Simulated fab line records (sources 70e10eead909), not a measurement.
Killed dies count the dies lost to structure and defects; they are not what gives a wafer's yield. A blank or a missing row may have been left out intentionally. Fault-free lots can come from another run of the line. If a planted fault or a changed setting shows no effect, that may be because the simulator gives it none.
What tool caused it? | flow nand_harc | 66 wafers from 22 lots sampled at 6 of the route's 1159 steps

## WHAT THE GAUGES SHOWED, per wafer
NHARC_A_CHANNEL_FILL_D1_INSPECT_13. Usual: raw_defect_count at 305, with a standard deviation of 110.
lot  | measured     | on                | raw_defect_count | flag
L074 | day 11 04:46 | defect_inspect-01 | 263 275 300      |
L075 | day 11 12:06 | defect_inspect-02 | 238 400 237      |
L076 | day 11 04:47 | defect_inspect-02 | 334 332 334      |
L077 | day 11 08:38 | defect_inspect-02 | 250 296 179      |
L078 | day 11 08:38 | defect_inspect-01 | 221 386 339      |
L079 | day 11 18:01 | defect_inspect-01 | 158 216 280      |
L080 | day 12 01:00 | defect_inspect-01 | 180 281 284      |
L081 | day 12 14:20 | defect_inspect-01 | 376 197 307      |
L083 | day 13 00:32 | defect_inspect-02 | 352 328 284      |
L082 | day 13 00:32 | defect_inspect-01 | 423 489 256      |
L087 | day 14 00:29 | defect_inspect-01 | 280 213 144      |
L086 | day 14 04:28 | defect_inspect-02 | 553 594 482      |
L085 | day 14 04:18 | defect_inspect-01 | 321 162 223      |
L089 | day 14 15:00 | defect_inspect-01 | 225 307 249      |
L090 | day 14 15:03 | defect_inspect-02 | 161 309 206      |
L088 | day 14 18:50 | defect_inspect-02 | 303 317 254      |
L091 | day 14 18:50 | defect_inspect-01 | 185 146 261      |
L093 | day 15 07:37 | defect_inspect-02 | 747 461 373      |
L092 | day 15 07:37 | defect_inspect-01 | 212 435 290      |
L094 | day 15 11:32 | defect_inspect-02 | 218 185 158      |
L095 | day 15 20:11 | defect_inspect-02 | 268 208 347      |
L097 | day 16 02:20 | defect_inspect-01 | 393 396 273      |

## WHAT TOOL EACH LOT RAN ON (gives the tool, then ch and the chambers of the sampled wafers, and finally the start)
lot  | NHARC_A_CHANNEL_HOLE_D1_ETCH_23  | NHARC_A_CHANNEL_HOLE_D1_ETCH_26  | NHARC_A_CHANNEL_HOLE_D1_ETCH_44    | NHARC_A_CHANNEL_HOLE_D1_STRIP_27              | NHARC_A_CHANNEL_FILL_D1_STRIP_28
L074 | har_etch-01 ch 0,1, day 8 21:27  | har_etch-01 ch 0,1, day 8 23:47  | rie_diel-09 ch 0,1,3, day 9 00:44  | rie_diel-09 ch 0,1,3, day 10 05:13 or earlier | rie_diel-07 ch 1,2,3, day 10 05:13
L075 | har_etch-02 ch 0,1, day 8 23:08  | har_etch-02 ch 0,1, day 9 01:28  | rie_diel-09 ch 0,1, day 9 02:24    | rie_diel-09 ch 2,3, day 10 05:23 or earlier   | rie_diel-12 ch 0,3, day 10 05:23
L076 | har_etch-01 ch 0,1, day 9 01:44  | har_etch-01 ch 0,1, day 9 04:01  | rie_diel-13 ch 0,2, day 9 04:57    | rie_diel-13 ch 0,1,2, day 10 05:16 or earlier | rie_diel-07 ch 0,1, day 10 05:16
L077 | har_etch-02 ch 0,1, day 9 03:17  | har_etch-02 ch 0,1, day 9 05:39  | rie_diel-09 ch 0,1,2, day 9 06:35  | rie_diel-09 ch 0,1,2, day 10 08:16 or earlier | rie_diel-07 ch 0,1,2, day 10 08:16
L078 | har_etch-01 ch 0,1, day 9 06:01  | har_etch-01 ch 0,1, day 9 08:12  | rie_diel-10 ch 2,3, day 9 09:05    | rie_diel-10 ch 1,2,3, day 10 08:16 or earlier | rie_diel-05 ch 2,3, day 10 08:16
L079 | har_etch-02 ch 0,1, day 9 12:13  | har_etch-02 ch 0,1, day 9 14:25  | rie_diel-09 ch 1,2, day 9 15:17    | rie_diel-09 ch 0,2, day 10 18:00 or earlier   | rie_diel-05 ch 0,1,3, day 10 18:00
L080 | har_etch-02 ch 0,1, day 9 20:35  | har_etch-02 ch 0,1, day 9 22:49  | rie_diel-13 ch 0,1,3, day 9 23:46  | rie_diel-13 ch 0,1,3, day 11 01:23 or earlier | rie_diel-05 ch 0,1,3, day 11 01:23
L081 | har_etch-01 ch 0,1, day 10 04:22 | har_etch-01 ch 0,1, day 10 06:37 | rie_diel-13 ch 0,1,2, day 10 07:32 | rie_diel-13 ch 0,1,2, day 11 14:18 or earlier | rie_diel-07 ch 1,2,3, day 11 14:18
L083 | har_etch-02 ch 0,1, day 10 16:03 | har_etch-02 ch 0,1, day 10 18:24 | rie_diel-10 ch 1,2,3, day 10 19:22 | rie_diel-10 ch 0,1,3, day 12 00:25 or earlier | rie_diel-05 ch 2,3, day 12 00:25
L082 | har_etch-01 ch 0,1, day 10 16:17 | har_etch-01 ch 0,1, day 10 18:38 | rie_diel-13 ch 2,3, day 10 19:35   | rie_diel-13 ch 1,2,3, day 12 00:28 or earlier | rie_diel-07 ch 1,2, day 12 00:28
L087 | har_etch-01 ch 0,1, day 11 18:56 | har_etch-01 ch 0,1, day 11 21:16 | rie_diel-10 ch 0,3, day 11 22:12   | rie_diel-10 ch 0,2,3, day 13 00:55 or earlier | rie_diel-05 ch 0,2,3, day 13 00:55
L086 | har_etch-01 ch 0,1, day 11 23:12 | har_etch-01 ch 0,1, day 12 01:27 | rie_diel-09 ch 0,1,3, day 12 02:22 | rie_diel-09 ch 0,2,3, day 13 04:16 or earlier | rie_diel-05 ch 0,2,3, day 13 04:16
L085 | har_etch-02 ch 0,1, day 12 00:23 | har_etch-02 ch 0,1, day 12 02:29 | rie_diel-13 ch 0,2,3, day 12 03:21 | rie_diel-13 ch 0,1,3, day 13 04:16 or earlier | rie_diel-07 ch 0,1, day 13 04:16
L089 | har_etch-01 ch 1, day 12 08:21   | har_etch-01 ch 1, day 12 10:38   | rie_diel-13 ch 0,1,3, day 12 11:33 | rie_diel-13 ch 0,1,2, day 13 15:09 or earlier | rie_diel-05 ch 1,2,3, day 13 15:09
L090 | har_etch-02 ch 0,1, day 12 09:16 | har_etch-02 ch 0,1, day 12 11:32 | rie_diel-10 ch 2,3, day 12 12:28   | rie_diel-10 ch 2,3, day 13 15:09 or earlier   | rie_diel-07 ch 0,2, day 13 15:09
L088 | har_etch-01 ch 0,1, day 12 13:41 | har_etch-01 ch 0,1, day 12 16:02 | rie_diel-09 ch 0,2,3, day 12 16:59 | rie_diel-09 ch 0,1,2, day 13 19:01 or earlier | rie_diel-12 ch 0,1,2, day 13 19:01
L091 | har_etch-02 ch 0,1, day 12 14:12 | har_etch-02 ch 0,1, day 12 16:33 | rie_diel-10 ch 1,2,3, day 12 17:29 | rie_diel-10 ch 0,2,3, day 13 19:00 or earlier | rie_diel-05 ch 2,3, day 13 19:00
L093 | har_etch-02 ch 0,1, day 13 02:53 | har_etch-02 ch 0,1, day 13 05:09 | rie_diel-13 ch 0,1,3, day 13 06:04 | rie_diel-13 ch 1,2,3, day 14 07:29 or earlier | rie_diel-12 ch 0,1,2, day 14 07:29
L092 | har_etch-01 ch 0,1, day 13 03:05 | har_etch-01 ch 0,1, day 13 05:26 | rie_diel-10 ch 0,1, day 13 06:23   | rie_diel-10 ch 1,3, day 14 07:31 or earlier   | rie_diel-07 ch 0,1, day 14 07:31
L094 | har_etch-02 ch 0,1, day 13 06:56 | har_etch-02 ch 0,1, day 13 09:18 | rie_diel-09 ch 1,2,3, day 13 10:16 | rie_diel-09 ch 0,1,2, day 14 11:38 or earlier | rie_diel-12 ch 0,1,2, day 14 11:38
L095 | har_etch-01 ch 0,1, day 13 15:23 | har_etch-01 ch 0,1, day 13 17:39 | rie_diel-09 ch 1,2, day 13 18:34   | rie_diel-09 ch 1,3, day 14 20:02 or earlier   | rie_diel-05 ch 1,2, day 14 20:02
L097 | har_etch-02 ch 0,1, day 13 22:01 | har_etch-02 ch 0,1, day 14 00:15 | rie_diel-13 ch 2,3, day 14 01:11   | rie_diel-13 ch 1,2, day 15 02:44 or earlier   | rie_diel-05 ch 2,3, day 15 02:44
- NHARC_A_CHANNEL_HOLE_D1_ETCH_23: etches the open film in C4F8/O2/Ar, time 819 s, target depth 1600 nm.
- NHARC_A_CHANNEL_HOLE_D1_ETCH_26: etches the open film in C4F8/O2/Ar, time 224.1 s, target depth 300 nm.
- NHARC_A_CHANNEL_HOLE_D1_ETCH_44: etches the open film in CF4/O2, target depth 140 nm, overetch 14 nm, time 77 s.
- NHARC_A_CHANNEL_HOLE_D1_STRIP_27: strips in O2.
- NHARC_A_CHANNEL_FILL_D1_STRIP_28: strips in O2, time 20 s.

## WHAT THE TOOLS THEMSELVES READ (means of the sampled wafers that have a number; where no wafer has one, the mark that the record gives instead)
NHARC_A_CHANNEL_HOLE_D1_ETCH_23. Usual: drypump_motor_current_A 5.9 A, standard deviation 0.57; showerhead_plenum_p_Torr 3.77 Torr, standard deviation 0.086; throttle_valve_pct 32.154 %, standard deviation 0.0085.
lot  | tool        | drypump_motor_current_A (A) | showerhead_plenum_p_Torr (Torr) | throttle_valve_pct (%) | flag
L074 | har_etch-01 | 5.4                         | 3.82                            | 32.160                 |
L075 | har_etch-02 | 5.9                         | 3.72                            | 32.155                 |
L076 | har_etch-01 | 5.4                         | 3.82                            | 32.155                 |
L077 | har_etch-02 | 6.1                         | 3.80                            | 32.150                 |
L078 | har_etch-01 | 5.8                         | 3.82                            | 32.158                 |
L079 | har_etch-02 | 5.9                         | 3.72                            | 32.149                 |
L080 | har_etch-02 | 5.9                         | 3.72                            | 32.150                 |
L081 | har_etch-01 | 5.8                         | 3.81                            | 32.157                 |
L083 | har_etch-02 | 5.9                         | 3.71                            | 32.159                 |
L082 | har_etch-01 | 5.8                         | 3.81                            | 32.156                 |
L087 | har_etch-01 | 5.4                         | 3.81                            | 32.156                 |
L086 | har_etch-01 | 5.4                         | 3.80                            | 32.157                 |
L085 | har_etch-02 | 6.0                         | 3.71                            | 32.158                 |
L089 | har_etch-01 | 4.9                         | 3.80                            | 32.165                 |
L090 | har_etch-02 | 6.2                         | 3.78                            | 32.144                 |
L088 | har_etch-01 | 5.9                         | 3.80                            | 32.153                 |
L091 | har_etch-02 | 6.1                         | 3.78                            | 32.155                 |
L093 | har_etch-02 | 6.2                         | 3.78                            | 32.163                 |
L092 | har_etch-01 | 5.8                         | 3.80                            | 32.161                 |
L094 | har_etch-02 | 6.1                         | 3.77                            | 32.146                 |
L095 | har_etch-01 | 5.4                         | 3.79                            | 32.148                 |
L097 | har_etch-02 | 5.9                         | 3.69                            | 32.160                 |

NHARC_A_CHANNEL_HOLE_D1_ETCH_26. Usual: drypump_motor_current_A 5.8 A, standard deviation 0.57; showerhead_plenum_p_Torr 3.82 Torr, standard deviation 0.091; throttle_valve_pct 24.584 %, standard deviation 0.0093.
lot  | tool        | drypump_motor_current_A (A) | showerhead_plenum_p_Torr (Torr) | throttle_valve_pct (%) | flag
L074 | har_etch-01 | 5.4                         | 3.87                            | 24.584                 |
L075 | har_etch-02 | 5.9                         | 3.78                            | 24.592                 |
L076 | har_etch-01 | 5.4                         | 3.87                            | 24.587                 |
L077 | har_etch-02 | 6.1                         | 3.84                            | 24.594                 |
L078 | har_etch-01 | 5.8                         | 3.87                            | 24.579                 |
L079 | har_etch-02 | 5.9                         | 3.77                            | 24.576                 |
L080 | har_etch-02 | 5.9                         | 3.77                            | 24.573                 |
L081 | har_etch-01 | 5.8                         | 3.86                            | 24.588                 |
L083 | har_etch-02 | 5.9                         | 3.76                            | 24.593                 |
L082 | har_etch-01 | 5.9                         | 3.86                            | 24.574                 |
L087 | har_etch-01 | 5.4                         | 3.86                            | 24.587                 |
L086 | har_etch-01 | 5.4                         | 3.86                            | 24.585                 |
L085 | har_etch-02 | 5.9                         | 3.76                            | 24.578                 |
L089 | har_etch-01 | 4.9                         | 3.85                            | 24.583                 |
L090 | har_etch-02 | 6.1                         | 3.82                            | 24.576                 |
L088 | har_etch-01 | 5.8                         | 3.85                            | 24.585                 |
L091 | har_etch-02 | 6.1                         | 3.82                            | 24.591                 |
L093 | har_etch-02 | 6.1                         | 3.82                            | 24.585                 |
L092 | har_etch-01 | 5.8                         | 3.85                            | 24.587                 |
L094 | har_etch-02 | 6.1                         | 3.82                            | 24.580                 |
L095 | har_etch-01 | 5.4                         | 3.84                            | 24.587                 |
L097 | har_etch-02 | 6.0                         | 3.74                            | 24.587                 |

NHARC_A_CHANNEL_HOLE_D1_ETCH_44. Usual: drypump_motor_current_A 5.8 A, standard deviation 0.39; oes_ar_750_au 0.999 a.u., standard deviation 0.0048; oes_product_au 1.001 a.u., standard deviation 0.012; rf_vpp_V 197.7 V, standard deviation 1.1; showerhead_plenum_p_Torr 1.33 Torr, standard deviation 0.046; throttle_valve_pct 13.397 %, standard deviation 0.0086.
lot  | tool        | drypump_motor_current_A (A) | oes_ar_750_au (a.u.) | oes_product_au (a.u.) | rf_vpp_V (V) | showerhead_plenum_p_Torr (Torr) | throttle_valve_pct (%) | flag
L074 | rie_diel-09 | 6.0                         | 0.998                | 1.007                 | 196.8        | 1.31                            | 13.398                 |
L075 | rie_diel-09 | 5.9                         | 1.004                | 0.999                 | 198.4        | 1.32                            | 13.395                 |
L076 | rie_diel-13 | 5.8                         | 1.006                | 0.998                 | 197.4        | 1.32                            | 13.401                 |
L077 | rie_diel-09 | 6.1                         | 1.001                | 1.005                 | 196.8        | 1.30                            | 13.397                 |
L078 | rie_diel-10 | 5.8                         | 0.997                | 1.004                 | 198.0        | 1.30                            | 13.389                 |
L079 | rie_diel-09 | 6.0                         | 1.003                | 1.003                 | 197.8        | 1.29                            | 13.391                 |
L080 | rie_diel-13 | 5.4                         | 0.998                | 0.990                 | 198.7        | 1.36                            | 13.393                 |
L081 | rie_diel-13 | 5.8                         | 0.999                | 0.995                 | 197.9        | 1.35                            | 13.404                 |
L083 | rie_diel-10 | 5.7                         | 0.994                | 0.993                 | 198.1        | 1.34                            | 13.401                 |
L082 | rie_diel-13 | 5.4                         | 1.003                | 1.002                 | 197.9        | 1.34                            | 13.389                 |
L087 | rie_diel-10 | 5.9                         | 1.000                | 0.993                 | 196.8        | 1.30                            | 13.394                 |
L086 | rie_diel-09 | 6.0                         | 0.999                | 1.007                 | 197.6        | 1.31                            | 13.392                 |
L085 | rie_diel-13 | 5.4                         | 0.997                | 0.994                 | 197.7        | 1.33                            | 13.389                 |
L089 | rie_diel-13 | 5.4                         | 0.991                | 0.996                 | 197.9        | 1.36                            | 13.396                 |
L090 | rie_diel-10 | 5.9                         | 0.996                | 1.004                 | 197.8        | 1.30                            | 13.398                 |
L088 | rie_diel-09 | 6.1                         | 0.999                | 1.015                 | 196.6        | 1.29                            | 13.398                 |
L091 | rie_diel-10 | 5.7                         | 1.002                | 1.000                 | 197.4        | 1.34                            | 13.396                 |
L093 | rie_diel-13 | 5.4                         | 1.002                | 1.008                 | 198.6        | 1.36                            | 13.405                 |
L092 | rie_diel-10 | 5.7                         | 0.997                | 0.993                 | 198.2        | 1.34                            | 13.393                 |
L094 | rie_diel-09 | 6.0                         | 1.001                | 1.006                 | 196.9        | 1.28                            | 13.404                 |
L095 | rie_diel-09 | 6.1                         | 0.994                | 1.012                 | 197.1        | 1.28                            | 13.398                 |
L097 | rie_diel-13 | 5.4                         | 0.993                | 0.999                 | 197.1        | 1.33                            | 13.402                 |

NHARC_A_CHANNEL_HOLE_D1_STRIP_27. Usual: drypump_motor_current_A 5.8 A, standard deviation 0.39; oes_product_au 1.002 a.u., standard deviation 0.011; rf_vpp_V 57.7 V, standard deviation 0.84; showerhead_plenum_p_Torr 3.51 Torr, standard deviation 0.12; throttle_valve_pct 17.036 %, standard deviation 0.0094.
lot  | tool        | drypump_motor_current_A (A) | oes_product_au (a.u.) | rf_vpp_V (V) | showerhead_plenum_p_Torr (Torr) | throttle_valve_pct (%) | flag
L074 | rie_diel-09 | 6.0                         | 1.004                 | 57.5         | 3.46                            | 17.042                 |
L075 | rie_diel-09 | 6.2                         | 1.014                 | 57.4         | 3.35                            | 17.034                 |
L076 | rie_diel-13 | 5.8                         | 1.007                 | 57.9         | 3.56                            | 17.050                 |
L077 | rie_diel-09 | 6.1                         | 1.005                 | 57.4         | 3.45                            | 17.034                 |
L078 | rie_diel-10 | 5.7                         | 1.005                 | 57.8         | 3.54                            | 17.036                 |
L079 | rie_diel-09 | 6.2                         | 1.002                 | 57.3         | 3.41                            | 17.048                 |
L080 | rie_diel-13 | 5.4                         | 1.004                 | 57.8         | 3.60                            | 17.033                 |
L081 | rie_diel-13 | 5.8                         | 0.991                 | 58.2         | 3.56                            | 17.039                 |
L083 | rie_diel-10 | 5.7                         | 0.996                 | 57.8         | 3.48                            | 17.038                 |
L082 | rie_diel-13 | 5.4                         | 0.998                 | 57.1         | 3.60                            | 17.025                 |
L087 | rie_diel-10 | 5.9                         | 0.996                 | 57.4         | 3.49                            | 17.035                 |
L086 | rie_diel-09 | 6.1                         | 1.013                 | 57.4         | 3.41                            | 17.036                 |
L085 | rie_diel-13 | 5.4                         | 0.990                 | 57.9         | 3.59                            | 17.028                 |
L089 | rie_diel-13 | 5.8                         | 1.002                 | 58.4         | 3.55                            | 17.037                 |
L090 | rie_diel-10 | 5.9                         | 1.003                 | 57.5         | 3.55                            | 17.039                 |
L088 | rie_diel-09 | 6.1                         | 1.010                 | 57.2         | 3.45                            | 17.029                 |
L091 | rie_diel-10 | 5.9                         | 0.995                 | 58.0         | 3.49                            | 17.040                 |
L093 | rie_diel-13 | 5.4                         | 1.007                 | 58.0         | 3.59                            | 17.039                 |
L092 | rie_diel-10 | 5.5                         | 1.000                 | 58.2         | 3.51                            | 17.036                 |
L094 | rie_diel-09 | 6.1                         | 1.015                 | 57.3         | 3.45                            | 17.035                 |
L095 | rie_diel-09 | 5.9                         | 0.998                 | 57.5         | 3.39                            | 17.027                 |
L097 | rie_diel-13 | 5.8                         | 1.020                 | 57.6         | 3.55                            | 17.047                 |

NHARC_A_CHANNEL_FILL_D1_STRIP_28. Usual: drypump_motor_current_A 5.72 A, standard deviation 0.25; oes_product_au 0.996 a.u., standard deviation 0.012; rf_vpp_V 57.8 V, standard deviation 0.87; showerhead_plenum_p_Torr 3.51 Torr, standard deviation 0.15; throttle_valve_pct 17.037 %, standard deviation 0.0093.
lot  | tool        | drypump_motor_current_A (A) | oes_product_au (a.u.) | rf_vpp_V (V) | showerhead_plenum_p_Torr (Torr) | throttle_valve_pct (%) | flag
L074 | rie_diel-07 | 5.66                        | 0.988                 | 57.2         | 3.49                            | 17.036                 |
L075 | rie_diel-12 | 6.02                        | 1.011                 | 58.1         | 3.53                            | 17.033                 |
L076 | rie_diel-07 | 5.87                        | 0.984                 | 58.2         | 3.63                            | 17.031                 |
L077 | rie_diel-07 | 5.79                        | 0.993                 | 57.9         | 3.59                            | 17.044                 |
L078 | rie_diel-05 | 5.48                        | 0.995                 | 58.1         | 3.45                            | 17.042                 |
L079 | rie_diel-05 | 5.48                        | 0.988                 | 57.9         | 3.47                            | 17.031                 |
L080 | rie_diel-05 | 5.51                        | 0.983                 | 56.6         | 3.47                            | 17.036                 |
L081 | rie_diel-07 | 5.67                        | 0.995                 | 57.4         | 3.49                            | 17.033                 |
L083 | rie_diel-05 | 5.64                        | 1.002                 | 57.8         | 3.39                            | 17.031                 |
L082 | rie_diel-07 | 5.66                        | 0.985                 | 57.3         | 3.54                            | 17.044                 |
L087 | rie_diel-05 | 5.61                        | 0.989                 | 57.5         | 3.47                            | 17.045                 |
L086 | rie_diel-05 | 5.60                        | 0.989                 | 57.7         | 3.47                            | 17.026                 |
L085 | rie_diel-07 | 5.98                        | 0.995                 | 58.6         | 3.68                            | 17.033                 |
L089 | rie_diel-05 | 5.50                        | 1.000                 | 57.9         | 3.38                            | 17.039                 |
L090 | rie_diel-07 | 5.94                        | 0.987                 | 57.2         | 3.64                            | 17.042                 |
L088 | rie_diel-12 | 5.82                        | 1.010                 | 56.8         | 3.48                            | 17.038                 |
L091 | rie_diel-05 | 5.50                        | 1.012                 | 58.2         | 3.45                            | 17.042                 |
L093 | rie_diel-12 | 5.82                        | 1.008                 | 57.6         | 3.48                            | 17.034                 |
L092 | rie_diel-07 | 5.99                        | 0.997                 | 58.3         | 3.68                            | 17.047                 |
L094 | rie_diel-12 | 5.82                        | 1.008                 | 57.0         | 3.48                            | 17.040                 |
L095 | rie_diel-05 | 5.53                        | 0.997                 | 56.5         | 3.31                            | 17.038                 |
L097 | rie_diel-05 | 5.62                        | 0.999                 | 57.6         | 3.38                            | 17.041                 |

## THE ANSWER, worked out from the rows above alone
Rule: a lot is off if the mean of its wafers that have a number lies more than 3 standard deviations from the usual mean. Also off: a lot with no number at a reading for which 4 or more lots have one. Where the step has rows for the other lots, those lots are counted as sound. The gauges are gone through in route order, then the tools' own readings, and for those a lot's mean is taken as printed above. At the first step where some lot is off, the reading lying furthest off is the one used; lots without a number count as furthest.
Nothing can be told from this: no lot is off at any reading shown.

## WHAT THE SIMULATOR HAD INSERTED
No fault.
